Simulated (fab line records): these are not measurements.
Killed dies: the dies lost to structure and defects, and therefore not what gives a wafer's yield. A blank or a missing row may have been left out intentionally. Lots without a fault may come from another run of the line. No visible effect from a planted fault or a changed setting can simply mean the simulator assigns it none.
Matching of chambers / flow n5-finfet / 3 sister chambers for N5_BEOL_M2_ILD_DEP_00 on pecvd-04
The step deposits SiOC from DEMS/O2, target thk 79 nm, time 15.3 s. 6 wafers are shown with their chamber, then 9 later ones without.

## EACH WAFER AND ITS CHAMBER
wafer=L087.3; chamber=0; heater-power-w (W)=404; showerhead-plenum-p-Torr (Torr)=5.695
wafer=L088.1; chamber=0; heater-power-w (W)=388; showerhead-plenum-p-Torr (Torr)=5.690
wafer=L089.5; chamber=2; heater-power-w (W)=486; showerhead-plenum-p-Torr (Torr)=5.675
wafer=L093.1; chamber=2; heater-power-w (W)=512; showerhead-plenum-p-Torr (Torr)=5.687
wafer=L093.2; chamber=1; heater-power-w (W)=482; showerhead-plenum-p-Torr (Torr)=5.714
wafer=L093.4; chamber=1; heater-power-w (W)=488; showerhead-plenum-p-Torr (Torr)=5.710

## WAFERS WITHOUT THEIR CHAMBER
wafer=L094.1; heater-power-w (W)=455; showerhead-plenum-p-Torr (Torr)=5.706
wafer=L094.2; heater-power-w (W)=493; showerhead-plenum-p-Torr (Torr)=5.716
wafer=L094.4; heater-power-w (W)=449; showerhead-plenum-p-Torr (Torr)=5.695
wafer=L096.3; heater-power-w (W)=474; showerhead-plenum-p-Torr (Torr)=5.685
wafer=L096.5; heater-power-w (W)=471; showerhead-plenum-p-Torr (Torr)=5.713
wafer=L096.6; heater-power-w (W)=401; showerhead-plenum-p-Torr (Torr)=5.709
wafer=L097.1; heater-power-w (W)=524; showerhead-plenum-p-Torr (Torr)=5.695
wafer=L097.4; heater-power-w (W)=509; showerhead-plenum-p-Torr (Torr)=5.695
wafer=L097.5; heater-power-w (W)=474; showerhead-plenum-p-Torr (Torr)=5.691

## THE CHAMBER EACH PASSED THROUGH
wafer=L094.1; from the rows above=1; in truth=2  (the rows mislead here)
wafer=L094.2; from the rows above=1; in truth=1
wafer=L094.4; from the rows above=can't be placed: 1 or 0 or 2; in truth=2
wafer=L096.3; from the rows above=2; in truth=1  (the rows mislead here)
wafer=L096.5; from the rows above=1; in truth=1
wafer=L096.6; from the rows above=0; in truth=0
wafer=L097.1; from the rows above=can't be placed: 2 or 1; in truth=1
wafer=L097.4; from the rows above=can't be placed: 2 or 1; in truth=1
wafer=L097.5; from the rows above=can't be placed: 2 or 1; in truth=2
Correct placement for 3 of the 9. Can't be placed from these rows: 4 (the true chamber is among the candidates in 4). Placed wrongly: 2.
How it was worked out, from the rows above alone: a wafer's distance from a chamber is the root of the sum, over the readings, of the square of ((its reading less the chamber's mean) divided by the reading's scatter). If the next closest chamber is less than 2 further off than the closest, the wafer can't be placed; otherwise it belongs to the closest. Each chamber's mean is taken over the wafers shown for it. The scatter is the square root of a quotient: the sum, over the shown wafers, of each reading's squared deviation from its chamber's mean, divided by wafers minus chambers.
